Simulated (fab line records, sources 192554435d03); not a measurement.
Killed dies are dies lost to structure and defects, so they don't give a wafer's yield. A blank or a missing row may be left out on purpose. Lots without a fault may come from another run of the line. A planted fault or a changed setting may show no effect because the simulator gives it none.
fab line records | flow n5_finfet | part 1 of 2: steps 1 to 19 of 26
record lots=5 wafers=15 last_day=17
route steps=1938 shown BEOL_M4@1049
lots that met no fault: from a run of the same line without faults
start_h: hours from the record's first day to the start of the lot's first wafer shown | wait_h: hours since the lot's step before | " the same as in the row above | L1.1+2: a row that stands for several wafers | - no value, or no start given | * or withheld: withheld | < > ~ a bound
route shown NAME@n: a module of which the file shows steps, and the number in the route of the first | usual: mean/standard deviation of fault-free wafers | same: alike in all rows | chamber/n: place in a boat | sites: the reading at each site | _std_site: their standard deviation | _edge_site: outer sites' mean less inner sites' | radius_mm: how far each site lies from the wafer's centre | mask NAME#n: copy n | behind: the tool/chamber that last shaped the wafer | hold: why the lot was held/for how many hours/how that ended | device: the transistor (n, p or np) that didn't switch | end of line: the same wafers' tests at the end of the route | a step without rows: its recipe alone | killed: dies lost to structure and defects at the first sort, not the wafer's yield | map: a wafer's dies, x killed, . not, _ none there
set.NAME: the setting as run; set.NAME@STEP: as run at that earlier step | model.NAME: the simulator's own value behind a step, which no gauge read
lots at some steps of the route; a table a step, a row a wafer
services: from which hour (start_h, from the record's first day; less than 0 if before it) a tool's chamber was out of use, for how many hours, and why
## steps
# step N5_BEOL_M4_COAT_76
# recipe resist=underlayer temp_c=205 time_s=60 spin_rpm=1500 resist_thk_nm=5
# usual exhaust_pa=44.9/0.94 spin_speed_rpm=1500.1/0.8
# columns lot.wafer tool chamber start_h wait_h exhaust_pa spin_speed_rpm
L076.1 litho_track-05 0 - - 43.1 1499.6
L076.5 " 0 " " 42.7 1499.2
L076.6 " 0 " " 43.4 1499.1
L089.2 litho_track-05 0 - - 44.4 1500.7
L089.3 " 0 " " 44.3 1501.6
L089.4 " 0 " " 44.2 1499.6
L090.3 litho_track-02 0 - - 44.5 1500.7
L090.4 " 0 " " 44.7 1499.6
L090.6 " 0 " " 45.0 1500.4
L091.1 litho_track-05 0 - - 45.2 1500.1
L091.4 " 0 " " 44.2 1499.8
L091.5 " 0 " " 45.3 1499.7
L094.3 litho_track-05 0 - - 44.8 1500.4
L094.4 " 0 " " 44.9 1500.4
L094.5 " 0 " " 46.1 1500.0
# step N5_BEOL_M4_COAT_22
# recipe resist=CAR-EUV spin_rpm=1500 resist_thk_nm=30
# usual exhaust_pa=44.8/0.92 spin_speed_rpm=1500.0/0.76
# columns lot.wafer tool chamber start_h wait_h exhaust_pa spin_speed_rpm
L076.1 litho_track-05 0 - - 44.1 1499.8
L076.5 " 0 " " 44.2 1499.0
L076.6 " 0 " " 44.6 1499.8
L089.2 litho_track-05 0 - - 46.0 1500.5
L089.3 " 0 " " 45.3 1500.3
L089.4 " 0 " " 44.8 1500.4
L090.3 litho_track-02 0 - - 44.6 1499.9
L090.4 " 0 " " 42.3 1499.6
L090.6 " 0 " " 44.4 1499.0
L091.1 litho_track-05 0 - - 45.4 1501.1
L091.4 " 0 " " 44.8 1500.6
L091.5 " 0 " " 45.5 1500.8
L094.3 litho_track-05 0 - - 46.2 1499.8
L094.4 " 0 " " 46.8 1499.4
L094.5 " 0 " " 47.8 1498.7
# step N5_BEOL_M4_EBR_24
# recipe solvent=PGMEA ebr_width_mm=1.5
# usual exhaust_pa=44.9/0.87
# columns lot.wafer tool chamber start_h wait_h exhaust_pa
L076.1 litho_track-05 0 - - 45.8
L076.5 " 0 " " 46.1
L076.6 " 0 " " 44.6
L089.2 litho_track-05 0 - - 45.9
L089.3 " 0 " " 44.8
L089.4 " 0 " " 44.1
L090.3 litho_track-02 0 - - 44.9
L090.4 " 0 " " 45.8
L090.6 " 0 " " 45.3
L091.1 litho_track-05 0 - - 43.9
L091.4 " 0 " " 44.8
L091.5 " 0 " " 44.5
L094.3 litho_track-05 0 - - 43.7
L094.4 " 0 " " 45.3
L094.5 " 0 " " 44.5
# step N5_BEOL_M4_SOFTBAKE_23
# recipe temp_c=110 time_s=60 resist=CAR-EUV
# usual exhaust_pa=44.9/0.87
# columns lot.wafer tool chamber start_h wait_h exhaust_pa
L076.1 litho_track-05 0 - - 45.3
L076.5 " 0 " " 44.7
L076.6 " 0 " " 44.3
L089.2 litho_track-05 0 - - 45.8
L089.3 " 0 " " 45.8
L089.4 " 0 " " 45.1
L090.3 litho_track-02 0 - - 46.2
L090.4 " 0 " " 45.5
L090.6 " 0 " " 44.8
L091.1 litho_track-05 0 - - 44.2
L091.4 " 0 " " 45.7
L091.5 " 0 " " 44.4
L094.3 litho_track-05 0 - - 43.2
L094.4 " 0 " " 44.5
L094.5 " 0 " " 45.6
# step N5_BEOL_M4_EXPOSE_25
# recipe mask_id=V3 na=0.33 source_shape=quasar sigma_inner=0.2 sigma_outer=0.8 polarization=unpolarized defocus_nm=5 dose_mj=63
# columns lot.wafer tool chamber start_h wait_h mask
L076.1+5+6 euv_scanner-01 0 181.30 - V3#0
L089.2+3+4 euv_scanner-02 0 265.82 - V3#0
L090.3+4+6 euv_scanner-02 0 269.60 - V3#0
L091.1+4+5 euv_scanner-02 0 272.35 - V3#0
L094.3+4+5 euv_scanner-01 0 287.78 - V3#0
# step N5_BEOL_M4_PEB_26
# recipe peb_temp_c=100 peb_time_s=60 resist=CAR-EUV
# usual exhaust_pa=45.2/0.85
# columns lot.wafer tool chamber start_h wait_h exhaust_pa
L076.1 litho_track-05 0 181.38 0.1 45.7
L076.5 " 0 " " 44.4
L076.6 " 0 " " 44.3
L089.2 litho_track-05 0 265.89 0.1 44.7
L089.3 " 0 " " 44.4
L089.4 " 0 " " 45.0
L090.3 litho_track-02 0 269.66 0.1 45.5
L090.4 " 0 " " 45.6
L090.6 " 0 " " 46.2
L091.1 litho_track-05 0 272.43 0.1 45.9
L091.4 " 0 " " 45.0
L091.5 " 0 " " 45.2
L094.3 litho_track-04 0 287.84 0.1 45.2
L094.4 " 0 " " 45.3
L094.5 " 0 " " 45.8
# step N5_BEOL_M4_DEVELOP_27
# recipe develop_time_s=30 developer=TMAH resist=CAR-EUV rinse_liquid=surfactant_rinse dry=air_spin dev_temp_c=23
# usual exhaust_pa=44.9/0.81
# columns lot.wafer tool chamber start_h wait_h exhaust_pa
L076.1 litho_track-05 0 - - 43.4
L076.5 " 0 " " 44.3
L076.6 " 0 " " 44.5
L089.2 litho_track-05 0 - - 45.0
L089.3 " 0 " " 44.3
L089.4 " 0 " " 45.2
L090.3 litho_track-02 0 - - 44.3
L090.4 " 0 " " 44.2
L090.6 " 0 " " 45.8
L091.1 litho_track-05 0 - - 43.1
L091.4 " 0 " " 44.1
L091.5 " 0 " " 44.1
L094.3 litho_track-04 0 - - 44.3
L094.4 " 0 " " 44.3
L094.5 " 0 " " 43.8
# step N5_BEOL_M4_CD_MEAS_28
# recipe target_cd_nm=26.2 landing_energy_ev=500 detector=se_inlens target_cd_y_nm=24.1 polarity=opening
# usual cd_nm=26.21/0.23
# columns lot.wafer tool chamber start_h wait_h cd_nm
L076.1 cd_sem-03 0 181.45 - 26.49
L076.5 " 0 " " 26.40
L076.6 " 0 " " 26.49
L089.2 cd_sem-02 0 265.96 - 25.65
L089.3 " 0 " " 26.31
L089.4 " 0 " " 25.97
L090.3 cd_sem-03 0 269.73 - 25.91
L090.4 " 0 " " 26.39
L090.6 " 0 " " 26.12
L091.1 cd_sem-03 0 272.49 - 26.38
L091.4 " 0 " " 26.55
L091.5 " 0 " " 26.10
L094.3 cd_sem-03 0 287.91 - 26.06
L094.4 " 0 " " 26.02
L094.5 " 0 " " 26.10
# step N5_BEOL_M4_OVL_MEAS_29
# recipe points_per_wafer=522
# usual V3_OVL=0.1/0.7
# same points_per_wafer=522
# columns lot.wafer tool chamber start_h wait_h V3_OVL[nm]
L076.1 overlay-01 0 181.48 0.0 0.2
L076.5 " 0 " " -0.4
L076.6 " 0 " " -0.1
L089.2 overlay-01 0 265.99 0.0 0.2
L089.3 " 0 " " 0.3
L089.4 " 0 " " -0.6
L090.3 overlay-01 0 269.77 0.0 -0.6
L090.4 " 0 " " -0.7
L090.6 " 0 " " -0.6
L091.1 overlay-02 0 272.52 0.0 0.8
L091.4 " 0 " " 0.6
L091.5 " 0 " " 0.0
L094.3 overlay-02 0 287.95 0.0 0.2
L094.4 " 0 " " 0.0
L094.5 " 0 " " 1.1
# step N5_BEOL_M4_INSPECT_30
# recipe mode=adi inspect_instrument=brightfield
# usual raw_defect_count=441/100
# columns lot.wafer tool chamber start_h wait_h raw_defect_count
L076.1 defect_inspect-02 - 181.54 0.1 440
L076.5 " - " " 396
L076.6 " - " " 481
L089.2 defect_inspect-02 - 266.05 0.0 604
L089.3 " - " " 389
L089.4 " - " " 345
L090.3 defect_inspect-01 - 269.81 0.0 352
L090.4 " - " " 478
L090.6 " - " " 328
L091.1 defect_inspect-02 - 272.58 0.1 644
L091.4 " - " " 603
L091.5 " - " " 603
L094.3 defect_inspect-02 - 288.00 0.0 403
L094.4 " - " " 346
L094.5 " - " " 291
# step N5_BEOL_M4_DESCUM_33
# recipe chemistry=O2 time_s=7 source_power_w=50 bias_power_w=20 pressure_mtorr=20 rf_frequency_hz=2.712e+07 temp_c=40 resist=CAR-EUV o2_flow_sccm=225
# usual drypump_motor_current_A=5.8/0.35 oes_product_au=0.83/0.097 rf_vpp_V=243.2/2 showerhead_plenum_p_Torr=2.10/0.11 throttle_valve_pct=20.43/0.24
# columns lot.wafer tool chamber start_h wait_h drypump_motor_current_A oes_product_au rf_hours_counter_h rf_vpp_V showerhead_plenum_p_Torr throttle_valve_pct
L076.1 rie_diel-03 0 181.57 0.0 5.6 0.70 228 243.2 2.07 20.39
L076.5 " 2 " " 6.1 0.75 - 241.9 1.92 20.68
L076.6 " 1 " " 5.9 0.96 - 244.2 2.14 20.61
L089.2 rie_diel-03 2 266.08 0.0 6.2 0.72 205 240.0 1.91 20.73
L089.3 " 3 " " 6.1 0.75 142 243.9 2.18 20.66
L089.4 " 2 " " 6.2 0.73 - 239.7 1.91 20.73
L090.3 rie_diel-03 3 269.86 0.0 6.1 0.75 - 245.1 2.18 20.68
L090.4 " 1 " " 5.9 0.87 - 244.9 2.12 20.66
L090.6 " 1 " " 5.9 0.87 - 244.1 2.12 20.67
L091.1 rie_diel-05 2 272.62 0.0 5.4 0.89 35 245.5 2.23 20.31
L091.4 " 3 " " 5.8 0.92 - 245.1 2.22 20.07
L091.5 " 1 " " 5.9 0.67 - 239.9 1.97 20.15
L094.3 rie_diel-05 3 288.03 0.0 5.8 0.90 30 245.5 2.22 20.09
L094.4 " 2 " " 5.4 0.89 40 245.1 2.23 20.32
L094.5 " 0 " " 5.3 1.02 - 245.5 2.24 20.59
# step N5_BEOL_M4_ETCH_77
# recipe chemistry=N2/H2 target=underlayer target_depth_a=65 mask_material=CAR-EUV time_s=5.2 ion_energy_ev=200 pressure_mtorr=30 source_w=840 bias_w=150 n2_flow_sccm=200 h2_flow_sccm=200 ends=cleared
# usual drypump_motor_current_A=5.8/0.35 etch_rf_on_time_s=5.19/0.076 n2_flow_sccm=200.1/0.65 oes_product_au=0.70/0.083 rf_vpp_V=524/3.9 showerhead_plenum_p_Torr=2.55/0.13 throttle_valve_pct=17.87/0.25
# columns lot.wafer tool chamber start_h wait_h drypump_motor_current_A etch_rf_on_time_s n2_flow_sccm oes_product_au rf_hours_counter_h rf_vpp_V showerhead_plenum_p_Torr throttle_valve_pct
L076.1 rie_diel-03 0 181.61 0.0 5.6 5.20 200.0 0.60 228 522 2.51 17.76
L076.5 " 2 " " 6.2 5.24 199.8 0.63 - 520 2.34 18.12
L076.6 " 1 " " 5.9 5.08 199.6 0.81 - 527 2.61 18.08
L089.2 rie_diel-03 2 266.12 0.0 6.2 5.31 199.4 0.60 205 517 2.32 18.16
L089.3 " 3 " " 6.2 5.16 199.6 0.65 142 528 2.66 18.09
L089.4 " 2 " " 6.1 5.20 201.5 0.61 - 518 2.32 18.17
L090.3 rie_diel-03 3 269.91 0.0 6.2 5.25 200.4 0.64 - 527 2.65 18.09
L090.4 " 1 " " 5.9 5.11 199.1 0.74 - 527 2.59 18.14
L090.6 " 1 " " 5.9 5.14 200.3 0.74 - 524 2.59 18.14
L091.1 rie_diel-05 2 272.65 0.0 5.4 5.04 200.1 0.76 35 529 2.70 17.61
L091.4 " 3 " " 5.8 5.24 199.8 0.76 - 527 2.71 17.46
L091.5 " 1 " " 6.0 5.27 199.9 0.57 - 521 2.40 17.60
L094.3 rie_diel-05 3 288.07 0.0 5.8 5.26 200.8 0.76 30 527 2.70 17.44
L094.4 " 2 " " 5.4 5.17 200.6 0.76 40 529 2.70 17.62
L094.5 " 0 " " 5.3 5.12 199.1 0.86 - 528 2.72 18.00
# step N5_BEOL_M4_ETCH_69
# recipe chemistry=CF4 target=SiARC target_depth_a=156 mask_material=CAR-EUV time_s=26 ion_energy_ev=80 pressure_mtorr=40 source_w=545 bias_w=36 Ar_flow_sccm=100 cf4_flow_sccm=100 ends=cleared
# usual drypump_motor_current_A=5.8/0.35 etch_rf_on_time_s=25.9/0.39 oes_product_au=0.71/0.083 rf_vpp_V=184.1/1.5 showerhead_plenum_p_Torr=2.15/0.11 throttle_valve_pct=15.60/0.25
# columns lot.wafer tool chamber start_h wait_h drypump_motor_current_A etch_rf_on_time_s oes_product_au rf_hours_counter_h rf_vpp_V showerhead_plenum_p_Torr throttle_valve_pct
L076.1 rie_diel-03 0 181.62 0.0 5.5 26.1 0.60 228 183.4 2.12 15.60
L076.5 " 2 " " 6.1 26.2 0.64 - 180.7 1.97 15.86
L076.6 " 1 " " 5.9 25.3 0.82 - 185.0 2.19 15.71
L089.2 rie_diel-03 2 266.13 0.0 6.2 26.4 0.61 205 182.0 1.96 15.94
L089.3 " 3 " " 6.2 25.8 0.63 142 184.6 2.24 15.90
L089.4 " 2 " " 6.2 26.2 0.61 - 181.0 1.96 15.93
L090.3 rie_diel-03 3 269.95 0.0 6.2 25.8 0.65 - 185.2 2.24 15.91
L090.4 " 1 " " 5.9 25.6 0.75 - 183.6 2.18 15.79
L090.6 " 1 " " 5.9 25.8 0.74 - 184.6 2.18 15.80
L091.1 rie_diel-05 2 272.67 0.0 5.4 25.6 0.77 35 185.5 2.27 15.40
L091.4 " 3 " " 5.8 26.1 0.78 - 187.2 2.27 15.24
L091.5 " 1 " " 5.9 26.5 0.58 - 184.9 2.03 15.44
L094.3 rie_diel-05 3 288.08 0.0 5.8 25.9 0.77 30 185.6 2.27 15.26
L094.4 " 2 " " 5.4 25.6 0.76 40 183.6 2.27 15.40
L094.5 " 0 " " 5.3 25.5 0.86 - 185.9 2.28 15.66
# step N5_BEOL_M4_ALD_98
# recipe material=SiO2 target_thk_a=25 temp_c=100 ald_precursor_family=BDEAS ald_co_reactant=O2-plasma pulse_time_s=1 co_reactant_pulse_time_s=1 purge_time_s=2 co_reactant_purge_time_s=2 ald_cycles=17 pressure_torr=2
# usual heater_power_w=80/10 precursor_pulse_height_rel=1.001/0.021
# same ald_cycles=17 co_reactant_purge_time_s=2
# columns lot.wafer tool chamber start_h wait_h heater_power_w precursor_pulse_height_rel since_wet_clean_h
L076.1 ald_sin-02 2 181.71 0.1 84 0.992 82
L076.5 " 0 " " 104 0.966 -
L076.6 " 1 " " 76 0.996 -
L089.2 ald_sin-01 3 266.30 0.1 76 0.998 363
L089.3 " 1 " " 66 0.994 363
L089.4 " 2 " " 82 1.026 363
L090.3 ald_sin-02 3 270.57 0.6 81 0.988 171
L090.4 " 2 " " 85 1.004 171
L090.6 " 3 " " 83 1.002 -
L091.1 ald_sin-02 3 272.75 0.1 81 1.008 174
L091.4 " 2 " " 84 0.992 174
L091.5 " 2 " " 87 1.033 -
L094.3 ald_sin-01 2 288.17 0.1 80 1.020 5
L094.4 " 3 " " 74 1.025 5
L094.5 " 3 " " 75 0.982 -
# step N5_BEOL_M4_ETCHBACK_99
# recipe chemistry=CHF3 target=SiO2 target_depth_a=50 time_s=10.4 source_w=215 bias_w=47 Ar_flow_sccm=200 CHF3_flow_sccm=12 ion_energy_ev=100 pressure_mtorr=30
# usual drypump_motor_current_A=5.9/0.36 oes_product_au=0.83/0.096 rf_vpp_V=240.1/2.5 showerhead_plenum_p_Torr=2.16/0.1 throttle_valve_pct=17.04/0.27
# columns lot.wafer tool chamber start_h wait_h drypump_motor_current_A oes_product_au rf_hours_counter_h rf_vpp_V showerhead_plenum_p_Torr throttle_valve_pct
L076.1 rie_diel-03 2 184.32 2.6 6.2 0.74 174 239.5 1.98 17.35
L076.5 " 3 " " 6.2 0.78 - 243.0 2.26 17.36
L076.6 " 0 " " 5.6 0.70 - 238.5 2.12 17.02
L089.2 rie_diel-03 1 271.12 4.8 5.9 0.88 49 239.6 2.19 17.27
L089.3 " 3 " " 6.2 0.74 - 241.3 2.26 17.41
L089.4 " 1 " " 5.9 0.88 - 240.8 2.19 17.28
L091.1 rie_diel-03 1 274.21 1.4 5.9 0.87 50 239.7 2.19 17.29
L091.4 " 3 " " 6.1 0.74 - 243.0 2.26 17.43
L091.5 " 2 " " 6.1 0.72 - 239.8 1.97 17.42
L090.3 rie_diel-05 1 274.45 3.8 5.9 0.67 232 242.0 2.04 16.90
L090.4 " 2 " " 5.4 0.89 - 239.8 2.28 16.83
L090.6 " 1 " " 5.9 0.67 - 242.4 2.04 16.89
L094.3 rie_diel-03 0 303.25 15.0 5.6 0.96 9 237.0 2.11 16.59
L094.4 " 2 " " 6.1 0.71 217 240.5 1.96 17.43
L094.5 " 1 " " 5.9 0.85 - 240.8 2.18 17.28
# step N5_BEOL_M4_ETCH_70
# recipe chemistry=N2/H2 target=SOC target_depth_a=800 overetch_a=240 mask_material=SiARC temp_c=40 time_s=130 ion_energy_ev=200 pressure_mtorr=30 source_w=840 bias_w=150 n2_flow_sccm=200 h2_flow_sccm=200
# usual drypump_motor_current_A=5.9/0.36 n2_flow_sccm=200.0/0.61 oes_product_au=0.61/0.066 rf_vpp_V=524/3.4 showerhead_plenum_p_Torr=2.55/0.12 throttle_valve_pct=17.80/0.26
# columns lot.wafer tool chamber start_h wait_h drypump_motor_current_A n2_flow_sccm oes_product_au rf_hours_counter_h rf_vpp_V showerhead_plenum_p_Torr throttle_valve_pct
L076.1 rie_diel-03 2 184.35 0.0 6.2 198.8 0.55 174 518 2.34 18.08
L076.5 " 3 " " 6.2 199.3 0.57 - 528 2.66 18.00
L076.6 " 0 " " 5.6 201.5 0.52 - 524 2.51 17.75
L089.2 rie_diel-03 1 271.18 0.0 5.9 201.3 0.64 49 525 2.59 18.09
L089.3 " 3 " " 6.1 200.9 0.55 - 526 2.65 18.04
L089.4 " 1 " " 5.9 200.6 0.64 - 525 2.59 18.10
L091.1 rie_diel-03 1 274.24 0.0 5.9 199.9 0.63 50 525 2.59 18.10
L091.4 " 3 " " 6.2 199.8 0.55 - 528 2.65 18.03
L091.5 " 2 " " 6.1 200.2 0.53 - 518 2.32 18.12
L090.3 rie_diel-05 1 274.49 0.0 6.0 200.6 0.50 232 520 2.40 17.56
L090.4 " 2 " " 5.4 200.0 0.65 - 529 2.70 17.58
L090.6 " 1 " " 6.0 200.3 0.50 - 519 2.40 17.58
L094.3 rie_diel-03 0 303.29 0.0 5.5 200.1 0.71 9 523 2.49 17.34
L094.4 " 2 " " 6.2 199.4 0.52 217 515 2.32 18.13
L094.5 " 1 " " 5.9 200.3 0.62 - 524 2.59 18.11
# step N5_BEOL_M4_STRIP_71
# recipe chemistry=N2/H2 temp_c=40 n2_flow_sccm=200 h2_flow_sccm=200 rf_frequency_hz=6e+07
# columns lot.wafer tool chamber start_h wait_h
L076.1+5+6 rie_diel-03 2,3,0 184.44 0.0
L089.2+3+4 rie_diel-03 1,3,1 271.30 0.1
L091.1+4+5 rie_diel-03 1,3,2 274.33 0.0
L090.3+4+6 rie_diel-05 1,2,1 274.57 0.0
L094.3+4+5 rie_diel-03 0,2,1 303.38 0.0
# step N5_BEOL_M4_STRIP_78
# recipe chemistry=N2/H2 temp_c=40 n2_flow_sccm=200 h2_flow_sccm=200 rf_frequency_hz=6e+07
# columns lot.wafer tool chamber start_h wait_h
L076.1+5+6 rie_diel-03 2,3,0 184.45 0.0
L089.2+3+4 rie_diel-03 1,3,1 271.32 0.0
L091.1+4+5 rie_diel-03 1,3,2 274.34 0.0
L090.3+4+6 rie_diel-05 1,2,1 274.58 0.0
L094.3+4+5 rie_diel-03 0,2,1 303.39 0.0
# step N5_BEOL_M4_VIA_ETCH_34
# recipe chemistry=C4F6/O2 target_depth_a=694 mask_material=SOC pressure_mtorr=15 ion_energy_ev=250 taper_deg=4 time_s=65.9 source_w=350 bias_w=170 Ar_flow_sccm=300 C4F6_flow_sccm=10 O2_flow_sccm=10
# usual drypump_motor_current_A=5.9/0.36 oes_product_au=0.83/0.096 rf_vpp_V=664/6.2 showerhead_plenum_p_Torr=2.85/0.13 throttle_valve_pct=30.8/0.32
# columns lot.wafer tool chamber start_h wait_h drypump_motor_current_A oes_product_au rf_hours_counter_h rf_vpp_V showerhead_plenum_p_Torr throttle_valve_pct
L076.1 rie_diel-03 2 184.46 0.0 6.2 0.74 174 661 2.62 31.0
L076.5 " 3 " " 6.1 0.77 - 668 2.98 31.1
L076.6 " 0 " " 5.6 0.70 - 660 2.80 30.6
L089.2 rie_diel-03 1 271.33 0.0 5.9 0.87 49 664 2.89 31.1
L089.3 " 3 " " 6.2 0.75 - 668 2.97 31.2
L089.4 " 1 " " 5.9 0.88 - 667 2.89 31.1
L091.1 rie_diel-03 1 274.35 0.0 5.9 0.87 50 664 2.89 31.1
L091.4 " 3 " " 6.2 0.74 - 668 2.97 31.1
L091.5 " 2 " " 6.1 0.72 - 661 2.61 31.1
L090.3 rie_diel-05 1 274.59 0.0 6.0 0.67 232 667 2.70 30.4
L090.4 " 2 " " 5.4 0.89 - 665 3.00 30.6
L090.6 " 1 " " 6.0 0.66 - 668 2.70 30.4
L094.3 rie_diel-03 0 303.40 0.0 5.6 0.97 9 659 2.78 30.2
L094.4 " 2 " " 6.2 0.71 217 662 2.60 31.1
L094.5 " 1 " " 5.9 0.85 - 665 2.88 31.2
